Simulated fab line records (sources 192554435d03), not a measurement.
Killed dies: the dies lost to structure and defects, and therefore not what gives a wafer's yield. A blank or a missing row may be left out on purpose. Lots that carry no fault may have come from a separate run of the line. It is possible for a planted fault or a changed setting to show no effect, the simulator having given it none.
Struck lot and sound lot, side by side | flow n5Finfet | 37 steps out of a route of 1938
Sound: wafers L523.4, L523.5, L523.6. Wafers struck: L539.2, L539.3, L539.6. The cause comes at the end.
Each step with rows lists, per side, the tool, then ch with its chambers, then its first start. Under that, the readings that differ: sound wafers | struck wafers | difference of the means | sigmas: that difference in standard deviations of wafers without a fault.
alike: same words and numbers on both sides, and readings whose means sit less than 2 such deviations apart. not compared: any withheld reading, any reading some wafer has no value for, any bound like >300 that may hide the same value, and any number with overlapping values for which the record gives no deviation.
The two part at a step that has a row with sigmas, a row that says differs or no value, or rows on one side only. Non-overlapping numbers with no deviation appear without sigmas and do not part them. A reading missing from all wafers of one side parts the sides only when that side holds two or more wafers.

first, 9 steps without rows for these wafers: N5_WELL_APT_HMDS_01 (time 60 s); N5_WELL_APT_COAT_02 (resist thk 950 nm); N5_WELL_APT_EBR_04; N5_WELL_APT_SOFTBAKE_03 (time 60 s); N5_WELL_APT_EXPOSE_05 (exposes mask NWELL, defocus 0 nm, target cd 200 nm); N5_WELL_APT_PEB_06 (peb time 90 s); N5_WELL_APT_DEVELOP_07 (develop time 45 s); N5_WELL_APT_HARDBAKE_12 (time 120 s); N5_WELL_APT_DESCUM_13 (chemistry O2, time 7.9 s).
N5_WELL_APT_IMPLANT_14:
  sound on implanter-02 ch 0, day 2 14:07; struck on implanter-01 ch 0, day 6 14:19
reading                  | sound             | struck            | difference | sigmas
model.implant.rpNm (nm)  | 194.9 194.9 194.9 | 91.11 91.11 91.11 | -103.79    | 
model.implant.drpNm (nm) | 65.9 65.9 65.9    | 35.37 35.37 35.37 | -30.53     | 
then, 25 steps without rows for these wafers: N5_WELL_APT_IMPLANT_15; N5_WELL_APT_STRIP_16 (strips in SPM, time 900 s); N5_WELL_APT_HMDS_18 (time 60 s); N5_WELL_APT_COAT_19 (resist thk 950 nm); N5_WELL_APT_EBR_21; N5_WELL_APT_SOFTBAKE_20 (time 60 s); N5_WELL_APT_EXPOSE_22 (exposes mask PWELL, defocus 0 nm, target cd 200 nm); N5_WELL_APT_PEB_23 (peb time 90 s); N5_WELL_APT_DEVELOP_24 (develop time 45 s); N5_WELL_APT_HARDBAKE_29 (time 120 s); N5_WELL_APT_DESCUM_30 (chemistry O2, time 7.9 s); N5_WELL_APT_IMPLANT_31; N5_WELL_APT_IMPLANT_32; N5_WELL_APT_STRIP_33 (strips in SPM, time 900 s); N5_WELL_APT_RTA_34 (time 10 s); N5_WELL_APT_OXIDE_STRIP_42 (strips SiO2 in dHF, time 45 s, target depth 12 nm); N5_WELL_APT_PRECLEAN_36 (cleans in O3/DIW, time 45 s); N5_WELL_APT_PRECLEAN_39 (cleans in dHF, time 60 s); N5_WELL_APT_SRD_37 (time 30 s); N5_WELL_APT_EPI_41 (deposits Si from SiH4/H2, target thk 50 nm, time 297.7 s); N5_PMOS_HMC_CHANNEL_EPI_HM_DEP_34 (deposits SiO2 from TEOS/O2, target thk 36 nm, time 6.9 s); N5_PMOS_HMC_CHANNEL_EPI_COAT_31 (time 60 s, resist thk 66 nm); N5_PMOS_HMC_CHANNEL_EPI_COAT_03 (resist thk 205 nm); N5_PMOS_HMC_CHANNEL_EPI_EBR_05; N5_PMOS_HMC_CHANNEL_EPI_SOFTBAKE_04 (time 60 s).
-- a jump in the record: the struck wafers' starts before and after are 6 days apart (it breaks off in module PMOS_HMC_CHANNEL_EPI and resumes in module BEOL_M4, where the first step shown is number 1111 of the route) --
N5_BEOL_M4_RC_MEAS_101:
  sound on prober-02 ch 0, day 9 01:14; struck on prober-02 ch 0, day 12 22:54
reading           | sound          | struck         | difference | sigmas
RS_NWELL (ohm/sq) | 1050 1032 1037 | 1953 1956 1942 | +911       | +99 or more
SS_P (mV/dec)     | 74.1 73.3 75.2 | 72.9 72.7 72.6 | -1.5       | -2
  alike: DIBL_N, DIBL_P, IOFF_N, IOFF_P, ION_N, ION_P, SS_N, VT_N, VT_P
N5_PASSIVATION_PROBE_49:
  the record has rows for the sound wafers here (prober-02, day 13 12:32) and none for the struck ones

## WHERE THEY PART
At N5_BEOL_M4_RC_MEAS_101 first; at N5_PASSIVATION_PROBE_49 last (within this record only).

WHY: the cause the simulator had injected
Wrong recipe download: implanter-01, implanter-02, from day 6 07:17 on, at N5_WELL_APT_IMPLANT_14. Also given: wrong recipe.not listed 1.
